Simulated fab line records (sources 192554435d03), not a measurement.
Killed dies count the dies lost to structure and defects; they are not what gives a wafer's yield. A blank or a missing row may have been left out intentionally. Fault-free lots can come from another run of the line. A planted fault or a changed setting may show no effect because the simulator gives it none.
Split-lot study :: flow n5_finfet :: route with 1938 steps; 7 lots, 21 wafers read

ON THE SPLIT
At N5_MOL_CONTACT_COAG_COAT_64 (time 60 s, resist thk 10 nm), the setting spin_rpm was moved away from the recipe's 1500 rpm on 6 of the 21 wafers read, by -9.5% to +9.1%. For the rest of the wafers, this setting stayed at what the recipe calls for.

The split's own step is where the reading is taken.

THE READING
underlayer_of_MOL_CONTACT_COAG_COAT_64.thk_nm (the simulator's own value, which no gauge read), in nm, at N5_MOL_CONTACT_COAG_COAT_64 (time 60 s, resist thk 10 nm). The file gives no usual value for it.

wafer: L075.2
tool, chamber at the split: litho_track-02, 0
spin_rpm as run, rpm: 1500
against the recipe: recipe
underlayer_of_MOL_CONTACT_COAG_COAT_64.thk_nm, nm: 10
against lot-mates on the recipe: -

wafer: L075.4
tool, chamber at the split: litho_track-02, 0
spin_rpm as run, rpm: 1500
against the recipe: recipe
underlayer_of_MOL_CONTACT_COAG_COAT_64.thk_nm, nm: 10
against lot-mates on the recipe: -

wafer: L075.6
tool, chamber at the split: litho_track-02, 0
spin_rpm as run, rpm: 1500
against the recipe: recipe
underlayer_of_MOL_CONTACT_COAG_COAT_64.thk_nm, nm: 10
against lot-mates on the recipe: -

wafer: L077.3
tool, chamber at the split: litho_track-02, 0
spin_rpm as run, rpm: 1500
against the recipe: recipe
underlayer_of_MOL_CONTACT_COAG_COAT_64.thk_nm, nm: 10
against lot-mates on the recipe: -

wafer: L077.5
tool, chamber at the split: litho_track-02, 0
spin_rpm as run, rpm: 1500
against the recipe: recipe
underlayer_of_MOL_CONTACT_COAG_COAT_64.thk_nm, nm: 10
against lot-mates on the recipe: -

wafer: L077.6
tool, chamber at the split: litho_track-02, 0
spin_rpm as run, rpm: 1637
against the recipe: +9.1%
underlayer_of_MOL_CONTACT_COAG_COAT_64.thk_nm, nm: 9.6
against lot-mates on the recipe: -0.4

wafer: L078.2
tool, chamber at the split: litho_track-01, 0
spin_rpm as run, rpm: 1500
against the recipe: recipe
underlayer_of_MOL_CONTACT_COAG_COAT_64.thk_nm, nm: 10
against lot-mates on the recipe: -

wafer: L078.4
tool, chamber at the split: litho_track-01, 0
spin_rpm as run, rpm: 1500
against the recipe: recipe
underlayer_of_MOL_CONTACT_COAG_COAT_64.thk_nm, nm: 10
against lot-mates on the recipe: -

wafer: L078.6
tool, chamber at the split: litho_track-01, 0
spin_rpm as run, rpm: 1500
against the recipe: recipe
underlayer_of_MOL_CONTACT_COAG_COAT_64.thk_nm, nm: 10
against lot-mates on the recipe: -

wafer: L079.2
tool, chamber at the split: litho_track-01, 0
spin_rpm as run, rpm: 1390
against the recipe: -7.3%
underlayer_of_MOL_CONTACT_COAG_COAT_64.thk_nm, nm: 10.4
against lot-mates on the recipe: +0.4

wafer: L079.4
tool, chamber at the split: litho_track-01, 0
spin_rpm as run, rpm: 1390
against the recipe: -7.3%
underlayer_of_MOL_CONTACT_COAG_COAT_64.thk_nm, nm: 10.4
against lot-mates on the recipe: +0.4

wafer: L079.6
tool, chamber at the split: litho_track-01, 0
spin_rpm as run, rpm: 1500
against the recipe: recipe
underlayer_of_MOL_CONTACT_COAG_COAT_64.thk_nm, nm: 10
against lot-mates on the recipe: -

wafer: L086.1
tool, chamber at the split: litho_track-03, 0
spin_rpm as run, rpm: 1500
against the recipe: recipe
underlayer_of_MOL_CONTACT_COAG_COAT_64.thk_nm, nm: 10
against lot-mates on the recipe: -

wafer: L086.2
tool, chamber at the split: litho_track-03, 0
spin_rpm as run, rpm: 1500
against the recipe: recipe
underlayer_of_MOL_CONTACT_COAG_COAT_64.thk_nm, nm: 10
against lot-mates on the recipe: -

wafer: L086.6
tool, chamber at the split: litho_track-03, 0
spin_rpm as run, rpm: 1500
against the recipe: recipe
underlayer_of_MOL_CONTACT_COAG_COAT_64.thk_nm, nm: 10
against lot-mates on the recipe: -

wafer: L087.2
tool, chamber at the split: litho_track-02, 0
spin_rpm as run, rpm: 1500
against the recipe: recipe
underlayer_of_MOL_CONTACT_COAG_COAT_64.thk_nm, nm: 10
against lot-mates on the recipe: -

wafer: L087.3
tool, chamber at the split: litho_track-02, 0
spin_rpm as run, rpm: 1500
against the recipe: recipe
underlayer_of_MOL_CONTACT_COAG_COAT_64.thk_nm, nm: 10
against lot-mates on the recipe: -

wafer: L087.6
tool, chamber at the split: litho_track-02, 0
spin_rpm as run, rpm: 1357
against the recipe: -9.5%
underlayer_of_MOL_CONTACT_COAG_COAT_64.thk_nm, nm: 10.6
against lot-mates on the recipe: +0.6

wafer: L089.2
tool, chamber at the split: litho_track-03, 0
spin_rpm as run, rpm: 1500
against the recipe: recipe
underlayer_of_MOL_CONTACT_COAG_COAT_64.thk_nm, nm: 10
against lot-mates on the recipe: -

wafer: L089.5
tool, chamber at the split: litho_track-03, 0
spin_rpm as run, rpm: 1411
against the recipe: -5.9%
underlayer_of_MOL_CONTACT_COAG_COAT_64.thk_nm, nm: 10.2
against lot-mates on the recipe: +0.2

wafer: L089.6
tool, chamber at the split: litho_track-03, 0
spin_rpm as run, rpm: 1411
against the recipe: -5.9%
underlayer_of_MOL_CONTACT_COAG_COAT_64.thk_nm, nm: 10.4
against lot-mates on the recipe: +0.4

THE FIT
A straight line over all 21 wafers: underlayer_of_MOL_CONTACT_COAG_COAT_64.thk_nm changes by -0.0527 nm for each +1% of spin_rpm; r = -0.98; the points scatter about the line by 0.043 nm.
The same after taking each lot's own level away (the mean of its wafers on the recipe; 21 wafers): -0.0527 nm for each +1%; r = -0.98; scatter 0.043 nm.
Per that fit: largest spin_rpm move, reading shift of 0.5 nm.
The lots' own levels span 10.00 to 10.00 nm.
The two slopes agree, so the slope changes little with the lot-to-lot level.
Check: with one of the wafers moved furthest among these (-9.5%) left out of the fit, the line predicts +0.48 nm for it against its lot-mates. Against them it came out at +0.6 nm.

OTHER SPLITS APPLIED TO THESE WAFERS
These wafers also went through other splits before the reading. Each is held against what the fit with the lots' levels taken away leaves over:
other split on the same wafers: N5_HKMG_FIN_EXPOSE_46 dose_mj
wafers away from the commonest value: 7
r with underlayer_of_MOL_CONTACT_COAG_COAT_64.thk_nm (lot level and that fit taken away): -0.20

other split on the same wafers: N5_HKMG_FIN_ETCH_58 source_w
wafers away from the commonest value: 5
r with underlayer_of_MOL_CONTACT_COAG_COAT_64.thk_nm (lot level and that fit taken away): -0.01

other split on the same wafers: N5_GATE_CUT_CMP_23 down_force_psi
wafers away from the commonest value: 9
r with underlayer_of_MOL_CONTACT_COAG_COAT_64.thk_nm (lot level and that fit taken away): -0.02

other split on the same wafers: N5_MOL_CONTACT_COAG_EXPOSE_05 dose_mj
wafers away from the commonest value: 6
r with underlayer_of_MOL_CONTACT_COAG_COAT_64.thk_nm (lot level and that fit taken away): +0.06

other split on the same wafers: N5_MOL_CONTACT_COAG_CMP_23 down_force_psi
wafers away from the commonest value: 8
r with underlayer_of_MOL_CONTACT_COAG_COAT_64.thk_nm (lot level and that fit taken away): -0.03

other split on the same wafers: N5_MOL_CONTACT_COAG_ALD_27 time_s
wafers away from the commonest value: 5
r with underlayer_of_MOL_CONTACT_COAG_COAT_64.thk_nm (lot level and that fit taken away): +0.10

THE FILE'S OWN FIT
underlayer_of_MOL_CONTACT_COAG_COAT_64.thk_nm changes by -0.0535 nm for each +1% of spin_rpm, r = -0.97.
